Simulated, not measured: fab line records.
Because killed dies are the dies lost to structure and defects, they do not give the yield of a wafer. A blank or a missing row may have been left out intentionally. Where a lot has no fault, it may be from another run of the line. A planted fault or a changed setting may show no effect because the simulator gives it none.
Chamber matching :: flow n5-finfet :: N5_HKMG_FIN_CMP_94 on cmp-02 has 4 sister chambers
The step polishes, stops on SiNx, t overpolish 4.7 s, target thk 43.299 nm. 16 wafers are shown with their chamber, then 8 later ones without.

== EACH WAFER AND ITS CHAMBER ==
wafer: L075.1
chamber: 1
motor-current-A (A): 10.9

wafer: L075.4
chamber: 2
motor-current-A (A): 13.8

wafer: L075.5
chamber: 0
motor-current-A (A): 14.8

wafer: L076.2
chamber: 3
motor-current-A (A): 11.2

wafer: L076.3
chamber: 1
motor-current-A (A): 12.3

wafer: L076.6
chamber: 2
motor-current-A (A): 14.7

wafer: L078.1
chamber: 1
motor-current-A (A): 11.5

wafer: L078.2
chamber: 2
motor-current-A (A): 14.5

wafer: L078.6
chamber: 1
motor-current-A (A): 11.5

wafer: L080.2
chamber: 2
motor-current-A (A): 14.6

wafer: L080.3
chamber: 1
motor-current-A (A): 11.5

wafer: L080.4
chamber: 3
motor-current-A (A): 11.7

wafer: L082.2
chamber: 2
motor-current-A (A): 14.4

wafer: L082.3
chamber: 0
motor-current-A (A): 14.5

wafer: L082.6
chamber: 2
motor-current-A (A): 14.0

wafer: L083.3
chamber: 3
motor-current-A (A): 11.4

SIGNATURES, as means of the wafers listed above
reading: motor-current-A
chamber 0: 14.650
chamber 1: 11.540
chamber 2: 14.333
chamber 3: 11.433
scatter within a chamber: 0.387
Rule: distance of a wafer from a chamber = root of the sum over the readings of ((wafer's reading minus chamber's mean) / reading's scatter) squared. If the next closest chamber is less than 2 further off than the closest, the wafer can't be placed; otherwise it belongs to the closest. The scatter is the square root of a quotient: the sum, over the shown wafers, of each reading's squared deviation from its chamber's mean, divided by wafers minus chambers.

== WAFERS WITHOUT THEIR CHAMBER ==
wafer: L083.4
motor-current-A (A): 13.8

wafer: L083.5
motor-current-A (A): 11.9

wafer: L091.4
motor-current-A (A): 11.0

wafer: L091.5
motor-current-A (A): 11.9

wafer: L091.6
motor-current-A (A): 13.9

wafer: L097.1
motor-current-A (A): 12.7

wafer: L097.4
motor-current-A (A): 13.9

wafer: L097.6
motor-current-A (A): 11.2

== EACH ONE'S CHAMBER ==
wafer: L083.4
from the rows above: can't be placed: 2 or 0
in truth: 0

wafer: L083.5
from the rows above: can't be placed: 1 or 3
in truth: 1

wafer: L091.4
from the rows above: can't be placed: 3 or 1
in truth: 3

wafer: L091.5
from the rows above: can't be placed: 1 or 3
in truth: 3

wafer: L091.6
from the rows above: can't be placed: 2 or 0
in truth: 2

wafer: L097.1
from the rows above: can't be placed: 1 or 3 or 2
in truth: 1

wafer: L097.4
from the rows above: can't be placed: 2 or 0
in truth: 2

wafer: L097.6
from the rows above: can't be placed: 3 or 1
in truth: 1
Placed correctly: 0 of 8. From these rows, 8 cannot be placed; in 8 the true chamber is one of the candidates. Placed wrongly: 0.
